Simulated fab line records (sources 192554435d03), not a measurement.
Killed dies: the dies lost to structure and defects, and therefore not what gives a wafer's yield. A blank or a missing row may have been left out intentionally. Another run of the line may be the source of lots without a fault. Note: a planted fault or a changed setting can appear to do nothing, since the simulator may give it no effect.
Which tool was responsible? :: flow n5_finfet :: 27 wafers from 9 lots sampled at 5 of the route's 1938 steps

WHAT EACH GAUGE READ, for each wafer
N5_BEOL_M3_THK_MEAS_53: measures by xrf.
lot: L932
measured: day 7 06:18
on: film_metro-01
M3_THK (nm): 42.2 39.7 42.3

lot: L933
measured: day 7 21:05
on: film_metro-02
M3_THK (nm): 40.3 40.7 41.7

lot: L937
measured: day 9 16:51
on: film_metro-02
M3_THK (nm): 39.9 41.2 40.5

lot: L943
measured: day 10 13:51
on: film_metro-01
M3_THK (nm): 143.2 164.7 166.1

lot: L945
measured: day 11 05:10
on: film_metro-02
M3_THK (nm): 37.9 41.1 42.3

lot: L946
measured: day 11 07:46
on: film_metro-01
M3_THK (nm): 41.2 40.0 39.4

lot: L948
measured: day 11 15:11
on: film_metro-02
M3_THK (nm): 150.1 172.8 148.1

lot: L953
measured: day 12 23:51
on: film_metro-01
M3_THK (nm): 41.3 42.9 40.4

lot: L955
measured: day 14 21:31
on: film_metro-01
M3_THK (nm): 37.1 40.7 39.6

TOOL THAT RAN EACH LOT (tool first, then ch and the chambers of the sampled wafers, then the start)
lot: L932
N5_BEOL_M3_SPUTTER_81: pvd_sputter-03, day 7 04:11
N5_BEOL_M3_SPUTTER_94: pvd_sputter-03, day 7 05:17
N5_BEOL_M3_ANNEAL_95: pvd_sputter-03, day 7 05:22
N5_BEOL_M3_CMP_52: cmp-01 ch 0,1, day 7 06:00

lot: L933
N5_BEOL_M3_SPUTTER_81: pvd_sputter-03, day 7 18:58
N5_BEOL_M3_SPUTTER_94: pvd_sputter-03, day 7 20:04
N5_BEOL_M3_ANNEAL_95: pvd_sputter-03, day 7 20:09
N5_BEOL_M3_CMP_52: cmp-03 ch 0,2,3, day 7 20:47

lot: L937
N5_BEOL_M3_SPUTTER_81: pvd_sputter-03, day 9 14:44
N5_BEOL_M3_SPUTTER_94: pvd_sputter-03, day 9 15:50
N5_BEOL_M3_ANNEAL_95: pvd_sputter-03, day 9 15:55
N5_BEOL_M3_CMP_52: cmp-01 ch 1,2,3, day 9 16:33

lot: L943
N5_BEOL_M3_SPUTTER_81: pvd_sputter-01, day 10 11:44
N5_BEOL_M3_SPUTTER_94: pvd_sputter-01, day 10 12:50
N5_BEOL_M3_ANNEAL_95: pvd_sputter-01, day 10 12:55
N5_BEOL_M3_CMP_52: cmp-01 ch 0,1,2, day 10 13:38

lot: L945
N5_BEOL_M3_SPUTTER_81: pvd_sputter-01, day 11 03:02
N5_BEOL_M3_SPUTTER_94: pvd_sputter-01, day 11 04:08
N5_BEOL_M3_ANNEAL_95: pvd_sputter-01, day 11 04:13
N5_BEOL_M3_CMP_52: cmp-04 ch 0,1,3, day 11 04:52

lot: L946
N5_BEOL_M3_SPUTTER_81: pvd_sputter-02, day 11 05:39
N5_BEOL_M3_SPUTTER_94: pvd_sputter-02, day 11 06:45
N5_BEOL_M3_ANNEAL_95: pvd_sputter-02, day 11 06:50
N5_BEOL_M3_CMP_52: cmp-04 ch 0,1,3, day 11 07:28

lot: L948
N5_BEOL_M3_SPUTTER_81: pvd_sputter-02, day 11 12:57
N5_BEOL_M3_SPUTTER_94: pvd_sputter-02, day 11 14:03
N5_BEOL_M3_ANNEAL_95: pvd_sputter-02, day 11 14:08
N5_BEOL_M3_CMP_52: cmp-01 ch 2,3, day 11 14:56

lot: L953
N5_BEOL_M3_SPUTTER_81: pvd_sputter-01, day 12 21:29
N5_BEOL_M3_SPUTTER_94: pvd_sputter-01, day 12 22:35
N5_BEOL_M3_ANNEAL_95: pvd_sputter-01, day 12 22:40
N5_BEOL_M3_CMP_52: cmp-04 ch 0,1,3, day 12 23:38

lot: L955
N5_BEOL_M3_SPUTTER_81: pvd_sputter-02, day 14 19:24
N5_BEOL_M3_SPUTTER_94: pvd_sputter-02, day 14 20:30
N5_BEOL_M3_ANNEAL_95: pvd_sputter-02, day 14 20:35
N5_BEOL_M3_CMP_52: cmp-03 ch 0,1, day 14 21:13
- N5_BEOL_M3_SPUTTER_81: material Cu, target thk 4.5 nm, time 8.29 s.
- N5_BEOL_M3_SPUTTER_94: material Cu, target thk 4.5 nm, time 8.29 s.
- N5_BEOL_M3_ANNEAL_95: time 240 s.
- N5_BEOL_M3_CMP_52: polishes, stops on SiOC, t overpolish 6.8 s, target thk 40 nm.

THE ANSWER, worked out from the rows above alone
Rule: usual is defined by the lots themselves. The widest of any qualifying gaps counts: lots, ordered by their means at a reading, are off when they make up no more than a third of the lots, leave a main group of 4 or more, and stand apart from it by 3 or more times the standard deviation of that group's means. Not used: any main group whose means are identical at the precision the tables above print for the reading. Also off: a lot with no number at a reading for which 4 or more lots have one. Any other lot the step has rows for is counted as sound.
Off: L943, L948, seen at N5_BEOL_M3_THK_MEAS_53 (M3_THK). Mean 40.6 nm and standard deviation 0.75 in the main group.
If a tool, at a process step before that reading, ran all the lots that are off and no sound lot after the first of them, it fits. The gauges at N5_BEOL_M3_THK_MEAS_53 are tried like those tools. One candidate fits, namely cmp-01 at N5_BEOL_M3_CMP_52. Its last sound lot is L937 (day 9 16:33), its first lot that is off L943 (day 10 13:38): a fault that began between those two fits.

WHAT THE SIMULATOR HAD INSERTED
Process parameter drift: cmp-01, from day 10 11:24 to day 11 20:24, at N5_BEOL_M3_CMP_52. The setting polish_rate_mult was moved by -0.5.
Lots struck among those shown: L943, L948. The same result came from the rule above.
